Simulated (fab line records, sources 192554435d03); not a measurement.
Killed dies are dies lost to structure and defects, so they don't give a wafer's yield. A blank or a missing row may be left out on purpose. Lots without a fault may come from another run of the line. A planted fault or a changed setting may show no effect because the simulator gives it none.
One fault seen from 2 desks | flow n5_finfet | each desk has only its own numbers; what lay behind them comes last

THE TOOL OWNER'S DESK: pvd_sputter-02
The tool's own readings at N5_BEOL_M15_SPUTTER_43 (material TaN, target thk 15 nm, time 24.19 s): means of the sampled wafers that have a number, for each lot that ran on this tool. A lot is out of limits, marked OUT, if its mean lies more than 4 standard deviations from the usual mean; the brackets give that distance.
Columns: A = cathode_dc_power_W at N5_BEOL_M15_SPUTTER_43, usual 15000 W; B = throttle_valve_pct at N5_BEOL_M15_SPUTTER_43, usual 29.9 %
lot  | first seen here | A                       | B
L984 | day 12 06:25    | 14998                   | 29.1
L987 | day 12 22:58    | 14999                   | 29.6
L993 | day 14 15:04    | 14122 (-99 or more) OUT | 29.8
L995 | day 15 14:17    | 14122 (-99 or more) OUT | 29.1
This desk's finding: out of limits on L993, L995; first on L993, day 14 15:04 (cathode_dc_power_W at N5_BEOL_M15_SPUTTER_43). In limits: L984, L987.

THE METROLOGY DESK
What the gauges read, lot by lot, whatever tool the lot ran on: means of the sampled wafers that have a number. A lot is out of limits, marked OUT, if its mean lies more than 4 standard deviations from the usual mean; the brackets give that distance.
Columns: A = M15_OVL at N5_BEOL_M15_OVL_MEAS_29, usual 2 nm
lot  | first seen here | A
L984 | day 12 04:19    | 8
L987 | day 12 21:03    | 2
L985 | day 13 03:32    | 1
L986 | day 13 14:14    | 1
L989 | day 13 16:12    | 1
L993 | day 14 12:24    | 4
L995 | day 15 12:49    | 1
L102 | day 16 12:01    | -2
L105 | day 17 12:38    | 1
L106 | day 17 14:58    | 5
This desk's finding: nothing out of limits on any of the 10 lots.

PUT TOGETHER
The tool owner's desk could have raised an alarm at day 14 15:04, on L993, L995.
The metrology desk saw nothing out of limits.
The metrology desk has L993, L995 on record, within its limits.
Of the lots named, all ran N5_BEOL_M15_SPUTTER_43 on pvd_sputter-02.

WHAT THE SIMULATOR HAD PUT IN
Process parameter drift: pvd_sputter-02, from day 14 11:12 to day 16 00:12, at N5_BEOL_M15_SPUTTER_43. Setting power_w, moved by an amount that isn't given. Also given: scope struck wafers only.
Lots struck among those shown: L993, L995.
Hours from the fault's start to each desk's first reading out of limits: the tool owner's desk, 4.
